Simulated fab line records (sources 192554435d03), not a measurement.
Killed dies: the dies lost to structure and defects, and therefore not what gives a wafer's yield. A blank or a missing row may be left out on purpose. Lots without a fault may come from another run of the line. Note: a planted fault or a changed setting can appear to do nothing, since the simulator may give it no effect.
A struck lot beside a sound one / flow n5Finfet / 14 out of 1938 route steps
Sound: wafers L302.2, L302.4, L302.6. Struck: wafers L313.2, L313.6. (L313.5 of the same lot was not struck and is left out.) The cause comes at the end.
Order at every step that has rows: each side's tool, ch and its chambers, its first start. Under that, the readings that differ: sound wafers / struck wafers / difference of the means / sigmas: that difference in standard deviations of wafers without a fault.
alike: a reading whose means differ by less than 2 such deviations, as well as words and numbers matching on both sides. not compared: withheld readings; readings where some wafer has no value; bounds like >300 that might hide an equal value; numbers whose values overlap and for which the record gives no deviation.
Wherever a step has rows on one side only, a row that says differs or no value, or a row with sigmas, the two part there. Non-overlapping numbers with no deviation appear without sigmas and do not part them. A reading that every wafer of one side lacks parts them only if that side has two wafers or more.

first, 2 steps without rows for these wafers: N5_BEOL_M10_PRECLEAN_42 (cleans in residue remover, time 60 s); N5_BEOL_M10_SRD_43 (time 30 s).
N5_BEOL_M10_CD_MEAS_35: the cd target is 70 nm.
  sound on cdSem-03 at day 10 14:31; struck on cdSem-03 at day 12 23:28
  alike: cdNm
N5_BEOL_M10_CURE_72: cures SiCOH lowk, time 120 s.
  sound on uvCure-02 ch 1, day 10 14:46; struck on uvCure-02 ch 0, day 12 23:34
  alike: lampPowerPct, wafer_temp_C_max
then, 2 steps without rows for these wafers: N5_BEOL_M10_DEGAS_44 (time 60 s); N5_BEOL_M10_PRE_CLEAN_45 (time 30 s).
N5_BEOL_M10_ALD_74: deposits TaN, target thk 2 nm, pulse time 2 s, purge time 3 s.
  sound on aldMetal-03 ch 0,1,3, day 10 15:15; struck on aldMetal-01 ch 1,3, day 13 00:09
  alike: heaterPowerW
  not compared: sinceWetCleanH
N5_BEOL_M10_SURFACE_TREAT_76:
  sound on pvdSputter-03 at day 10 15:36; struck on pvdSputter-03 at day 13 00:32
  not compared: throttleValvePct
then, 1 step without rows for these wafers: N5_BEOL_M10_CVD_75 (deposits Co from CCTBA/H2, target thk 2 nm, time 138.9 s).
N5_BEOL_M10_SPUTTER_48: material Cu, target thk 12 nm, time 2 s.
  sound on pvdSputter-02 at day 10 15:49; struck on pvdSputter-01 at day 13 00:52
  alike: chuckSensorTempC, substrateTempC, throttleValvePct
then, 1 step without rows for these wafers: N5_BEOL_M10_ECD_50 (material Cu, target thk 318 nm).
N5_BEOL_M10_ANNEAL_51: time 90 s.
  sound on rtpAnneal-01 ch 0, day 10 16:28; struck on rtpAnneal-01 ch 0, day 13 01:36
  alike: wafer_temp_C_max
N5_BEOL_M10_CMP_52: polishes, stops on SiCOH lowk, t overpolish 7 s, target thk 140 nm.
  sound on cmp-03 ch 1,2, day 10 16:43; struck on cmp-03 ch 0,1, day 13 01:53
reading=barrierFieldEndpointS (s); sound=29.2 29.0 30.0; struck=16.1 15.5; difference=-13.6; sigmas=-16
reading=timeToEndpointS (s); sound=66 65 69; struck=40 36; difference=-29; sigmas=-7
  alike: motorCurrentA, overpolishRunS
after that, 1 step had no rows for these wafers: N5_PASSIVATION_PROBE_49.

WHERE THEY PART
Only at N5_BEOL_M10_CMP_52, as far as this record shows.

WHY: what the simulator had put in
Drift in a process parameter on cmp-03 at N5_BEOL_M10_CMP_52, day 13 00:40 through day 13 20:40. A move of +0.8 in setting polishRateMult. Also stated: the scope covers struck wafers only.
